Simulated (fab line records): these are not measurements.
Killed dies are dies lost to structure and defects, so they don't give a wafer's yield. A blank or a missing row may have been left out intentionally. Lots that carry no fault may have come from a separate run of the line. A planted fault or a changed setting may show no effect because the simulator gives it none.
fab line records	flow nand-harc
[record] lots = 12	wafers = 36	last-day = 24
route steps=1159 shown A_ONON_D1@443 A_CHANNEL_HOLE_D1@451 END@1159
lots that met no fault: taken from a fault-free run of the same line
start-h: hours from the record's first day to the start of the lot's first wafer shown	wait-h: how many hours have passed since the lot's step before this one	" the same as in the row above	L1.1+2: several wafers, shown together as one row	- no value, or no start was given	* or withheld: withheld	< > ~ a bound
route shown NAME@n: NAME is a module with steps in the file, n the number in the route of the first one	usual: mean/standard deviation taken from wafers without a fault	same: alike in all rows	chamber/n: place in a boat	sites: each site's reading	_std_site: standard deviation across them	_edge_site: mean of outer sites minus mean of inner sites	radius-mm: for every site, how far away it sits from the centre of the wafer	mask NAME#n: copy n	behind: the most recent tool/chamber to have shaped the wafer	hold: cause of the lot's hold/its duration in hours/its outcome	device: the n, p or np transistor that did not switch	end of line: tests run on the same wafers once the route is complete	a step given without rows: its recipe and nothing more	killed: dies lost to structure and defects at the first sort, not the wafer's yield	map: a wafer's dies, x killed, . not, _ none there
set.NAME: the setting that was run; set.NAME@STEP: the one run at that earlier step	model.NAME: the simulator's own value behind a step, which no gauge read
one table for each step of the route and one row for each wafer, over a sample of lots
services: the hour from which a tool's chamber was out of use, counted from the record's first day as start-h (under 0 if before that day), plus the number of hours and why
[[steps]]
[step NHARC_A_ONON_D1_THK_MEAS_27]
[recipe] thk-meas-gauge = ellipsometry
[usual] thk-nm = 1000/7.5
lot.wafer	tool	chamber	start-h	wait-h	thk-nm
L248.1	film-metro-02	-	177.15	-	1001
L248.2	"	-	"	"	1002
L248.5	"	-	"	"	1002
L250.1	film-metro-01	-	184.43	-	995
L250.4	"	-	"	"	995
L250.6	"	-	"	"	996
L251.2	film-metro-02	-	184.44	-	997
L251.4	"	-	"	"	996
L251.6	"	-	"	"	998
L254.3	film-metro-01	-	202.58	-	1008
L254.4	"	-	"	"	1008
L254.5	"	-	"	"	1008
L255.2	film-metro-02	-	217.63	-	1015
L255.5	"	-	"	"	1015
L255.6	"	-	"	"	1012
L258.1	film-metro-02	-	226.68	-	999
L258.3	"	-	"	"	998
L258.4	"	-	"	"	999
L259.4	film-metro-01	-	247.47	-	994
L259.5	"	-	"	"	993
L259.6	"	-	"	"	995
L260.1	film-metro-02	-	247.61	-	1008
L260.2	"	-	"	"	1007
L260.3	"	-	"	"	1008
L264.4	film-metro-01	-	266.93	-	1002
L264.5	"	-	"	"	1001
L264.6	"	-	"	"	1000
L267.1	film-metro-01	-	275.77	-	1000
L267.2	"	-	"	"	1001
L267.6	"	-	"	"	1003
L266.2	film-metro-01	-	284.54	-	991
L266.5	"	-	"	"	991
L266.6	"	-	"	"	991
L269.1	film-metro-02	-	303.29	-	1010
L269.2	"	-	"	"	1011
L269.4	"	-	"	"	1013
[step NHARC_A_ONON_D1_INSPECT_32]
[usual] raw-defect-count = 68/25
lot.wafer	tool	chamber	start-h	wait-h	raw-defect-count
L248.1	defect-inspect-02	-	178.24	0.0	56
L248.2	"	-	"	"	37
L248.5	"	-	"	"	86
L250.1	defect-inspect-01	-	185.53	0.0	63
L250.4	"	-	"	"	62
L250.6	"	-	"	"	74
L251.2	defect-inspect-02	-	185.56	0.0	67
L251.4	"	-	"	"	82
L251.6	"	-	"	"	70
L254.3	defect-inspect-01	-	203.69	0.0	43
L254.4	"	-	"	"	36
L254.5	"	-	"	"	43
L255.2	defect-inspect-01	-	218.86	0.0	56
L255.5	"	-	"	"	32
L255.6	"	-	"	"	77
L258.1	defect-inspect-02	-	228.02	0.0	115
L258.3	"	-	"	"	76
L258.4	"	-	"	"	79
L259.4	defect-inspect-02	-	248.61	0.0	70
L259.5	"	-	"	"	57
L259.6	"	-	"	"	54
L260.1	defect-inspect-01	-	248.77	0.0	61
L260.2	"	-	"	"	66
L260.3	"	-	"	"	67
L264.4	defect-inspect-02	-	268.03	0.0	94
L264.5	"	-	"	"	63
L264.6	"	-	"	"	65
L267.1	defect-inspect-01	-	276.86	0.0	38
L267.2	"	-	"	"	101
L267.6	"	-	"	"	68
L266.2	defect-inspect-02	-	285.66	0.0	67
L266.5	"	-	"	"	67
L266.6	"	-	"	"	65
L269.1	defect-inspect-01	-	304.79	0.0	117
L269.2	"	-	"	"	92
L269.4	"	-	"	"	72
[step NHARC_A_CHANNEL_HOLE_D1_DEP_01]
[recipe] target-thk-a = 1400	target-thk-nm = 140	temp-c = 400	pressure-torr = 3.5	flow-sccm = 200	rf-w = 350	material = SiON
[usual] heater-power-w = 727/100
lot.wafer	tool	chamber	start-h	wait-h	heater-power-w
L248.1	pecvd-01	0	182.25	1.6	625
L248.2	"	1	"	"	821
L248.5	"	0	"	"	620
L250.1	pecvd-01	1	189.66	1.7	770
L250.4	"	2	"	"	725
L250.6	"	1	"	"	777
L251.2	pecvd-03	2	189.80	1.3	691
L251.4	"	2	"	"	698
L251.6	"	0	"	"	631
L254.3	pecvd-01	0	205.68	1.0	644
L254.5	"	0	"	"	639
L254.4	"	1	"	"	820
L255.2	pecvd-03	0	220.86	1.3	592
L255.5	"	0	"	"	583
L255.6	"	1	"	"	637
L258.3	pecvd-04	1	236.10	1.0	908
L258.1	"	2	"	"	864
L258.4	"	1	"	"	931
L259.6	pecvd-03	1	250.71	0.1	742
L259.5	"	2	"	"	639
L259.4	"	0	"	"	520
L260.1	pecvd-01	1	251.29	1.6	888
L260.2	"	2	"	"	702
L260.3	"	0	"	"	624
L264.6	pecvd-04	1	271.08	0.1	889
L264.4	"	2	"	"	871
L264.5	"	0	"	"	861
L267.1	pecvd-03	2	279.58	1.6	615
L267.2	"	0	"	"	538
L267.6	"	0	"	"	581
L266.2	pecvd-03	0	288.78	1.4	651
L266.6	"	1	"	"	680
L266.5	"	0	"	"	638
L269.2	pecvd-03	1	308.09	1.3	772
L269.1	"	0	"	"	639
L269.4	"	2	"	"	610
[step NHARC_A_CHANNEL_HOLE_D1_EXPOSE_07]
[recipe] na = 1.35	target-cd-nm = 100	sigma-outer = 0.3	dose-mj = 59.65	mask-id = HOLE_D1
[same] na = 1.35
lot.wafer	tool	chamber	start-h	wait-h	mask
L248.1+2+5	arfi-scanner-01	0	182.83	-	HOLE_D1#0
L250.1+4+6	arfi-scanner-03	0	190.18	-	HOLE_D1#0
L251.2+4+6	arfi-scanner-03	0	190.23	-	HOLE_D1#0
L254.3+4+5	arfi-scanner-02	0	206.15	-	HOLE_D1#0
L255.2+5+6	arfi-scanner-02	0	221.41	-	HOLE_D1#0
L258.1+3+4	arfi-scanner-02	0	236.65	-	HOLE_D1#0
L259.4+5+6	arfi-scanner-02	0	251.12	-	HOLE_D1#0
L260.1+2+3	arfi-scanner-01	0	251.89	-	HOLE_D1#0
L264.4+5+6	arfi-scanner-01	0	271.59	-	HOLE_D1#0
L267.1+2+6	arfi-scanner-01	0	280.16	-	HOLE_D1#0
L266.2+5+6	arfi-scanner-03	0	289.31	-	HOLE_D1#0
L269.1+2+4	arfi-scanner-01	0	308.67	-	HOLE_D1#0
[step NHARC_A_CHANNEL_HOLE_D1_OVL_MEAS_11]
[usual] overlay-x-nm = -0.1/0.73	overlay-y-nm = -0.2/0.62
lot.wafer	tool	chamber	start-h	wait-h	overlay-x-nm	overlay-y-nm
L248.1	overlay-01	-	183.06	-	0.2	-0.6
L248.2	"	-	"	"	0.1	-0.5
L248.5	"	-	"	"	0.5	-0.5
L250.1	overlay-01	-	190.41	-	0.7	0.2
L250.4	"	-	"	"	1.5	0.2
L250.6	"	-	"	"	1.1	0.0
L251.2	overlay-02	-	190.45	-	0.2	-1.0
L251.4	"	-	"	"	-0.2	-0.6
L251.6	"	-	"	"	0.8	-0.5
L254.3	overlay-02	-	206.37	-	5.7	-0.1
L254.4	"	-	"	"	5.4	-0.1
L254.5	"	-	"	"	5.4	-0.6
L255.2	overlay-02	-	221.64	-	5.1	0.4
L255.5	"	-	"	"	4.3	-0.5
L255.6	"	-	"	"	4.6	0.3
L258.1	overlay-02	-	236.88	-	6.5	0.4
L258.3	"	-	"	"	5.7	0.1
L258.4	"	-	"	"	5.6	0.3
L259.4	overlay-02	-	251.34	-	5.5	0.8
L259.5	"	-	"	"	5.8	0.5
L259.6	"	-	"	"	6.4	0.5
L260.1	overlay-02	-	252.12	-	1.3	1.0
L260.2	"	-	"	"	0.5	0.9
L260.3	"	-	"	"	0.2	0.6
L264.4	overlay-02	-	271.80	-	0.0	-0.3
L264.5	"	-	"	"	-0.1	-0.4
L264.6	"	-	"	"	-0.4	-0.7
L267.1	overlay-02	-	280.39	-	0.5	-1.0
L267.2	"	-	"	"	0.4	-0.9
L267.6	"	-	"	"	0.1	-1.4
L266.2	overlay-02	-	289.53	-	-0.2	0.0
L266.5	"	-	"	"	-0.2	0.5
L266.6	"	-	"	"	-0.5	0.6
L269.1	overlay-02	-	308.90	-	0.4	-0.2
L269.2	"	-	"	"	0.3	0.2
L269.4	"	-	"	"	0.6	-0.1
[step NHARC_END_SORT_01]
[recipe] temp-c = 25
[usual] killed-at-array = 26/8.6	killed-at-other = 0.7/0.97	killed-at-periphery = 3.2/2.2	killed-dies = 30/8.9	killed-open = 3.1/1.8	killed-short = 2.2/1.8
[same] gross-dies = 677
lot.wafer	tool	chamber	start-h	wait-h	killed-at-array	killed-at-other	killed-at-periphery	killed-dies	killed-open	killed-short
L259.4	prober-02	0	522.30	3.4	22	0	2	24	4	0
L259.5	prober-02	0	523.12	3.7	22	1	3	26	3	0
L259.6	prober-02	0	523.93	4.1	26	1	5	32	1	1
// killed by level:class
L259.4 A_CHANNEL_HOLE_D1:chamber-film-flake=15 A_STAIRCASE:chamber-film-flake=3 A_CHANNEL_HOLE_D1:geometric-particle:open=2 P_STI:geometric-particle:open=1 A_CONTACT:geometric-particle:open=1 P_GATE:chamber-film-flake=1 A_WL_FILL:chamber-film-flake=1
L259.5 A_CHANNEL_HOLE_D1:chamber-film-flake=14 A_CONTACT:chamber-film-flake=4 A_STAIRCASE:chamber-film-flake=3 P_GATE:geometric-particle:open=1 P_CONTACT:geometric-particle:open=1 A_CHANNEL_HOLE_D1:geometric-particle:open=1 P_ZERO_WELL:chamber-film-flake=1 THIN_TSV:chamber-film-flake=1
L259.6 A_CHANNEL_HOLE_D1:chamber-film-flake=15 A_STAIRCASE:chamber-film-flake=4 A_CONTACT:chamber-film-flake=4 P_M1:chamber-film-flake=3 A_SGD_CUT:geometric-particle:short=1 A_CONTACT:geometric-particle:open=1 P_STI:chamber-film-flake=1 P_GATE:chamber-film-flake=1
[[services]]
tool	chamber	start-h	hours	kind
pecvd-01	-	169.57	7.0	repair
arfi-scanner-03	-	176.80	0.3	repair
arfi-scanner-02	-	178.17	0.7	repair
arfi-scanner-03	-	179.50	5.3	repair
arfi-scanner-02	-	187.84	2.3	repair
arfi-scanner-01	-	196.00	4.0	pm
pecvd-04	-	205.99	13.0	pm
pecvd-01	-	237.24	13.0	pm
pecvd-01	0	237.24	13.0	vent-cycle
pecvd-01	1	237.24	13.0	vent-cycle
pecvd-01	2	237.24	13.0	vent-cycle
arfi-scanner-03	-	240.35	4.0	repair
arfi-scanner-03	-	245.13	0.7	repair
arfi-scanner-02	-	256.00	4.0	pm
pecvd-04	0	275.17	5.0	repair
pecvd-03	-	292.14	13.0	pm
pecvd-03	0	292.14	13.0	vent-cycle
pecvd-03	1	292.14	13.0	vent-cycle
pecvd-03	2	292.14	13.0	vent-cycle
arfi-scanner-03	-	295.40	1.9	repair
arfi-scanner-03	-	301.67	0.8	repair
pecvd-03	0	305.14	-	clean
pecvd-03	1	305.14	-	clean
pecvd-03	2	305.14	-	clean
[[key]]
[first-sign] step = NHARC_A_CHANNEL_HOLE_D1_OVL_MEAS_11	reading = overlay-x-nm	direction = up	sigmas = 7.7	usual = -0.1	struck = 5.5
effect none on later readings
met-at NHARC_A_CHANNEL_HOLE_D1_EXPOSE_07
struck-lots L254,L255,L258,L259
tester-left-out L254,L255,L258,L259
not-acting-at NHARC_A_ONON_D1_THK_MEAS_27,NHARC_A_ONON_D1_INSPECT_32,NHARC_A_CHANNEL_HOLE_D1_DEP_01
[fault] kind = scanner-matching-overlay	tool = arfi-scanner-02	chamber = -	onset-h = 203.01	steps = NHARC_A_CHANNEL_HOLE_D1_EXPOSE_07	offset = 5.8469
// tester-left-out: of these lots the tester's yield and bins aren't shown, on N5 and GAA mostly nor the transistor test; their killed dies are dies lost to structure and defects alone, not to doping, threshold or leakage, so they don't give the yield
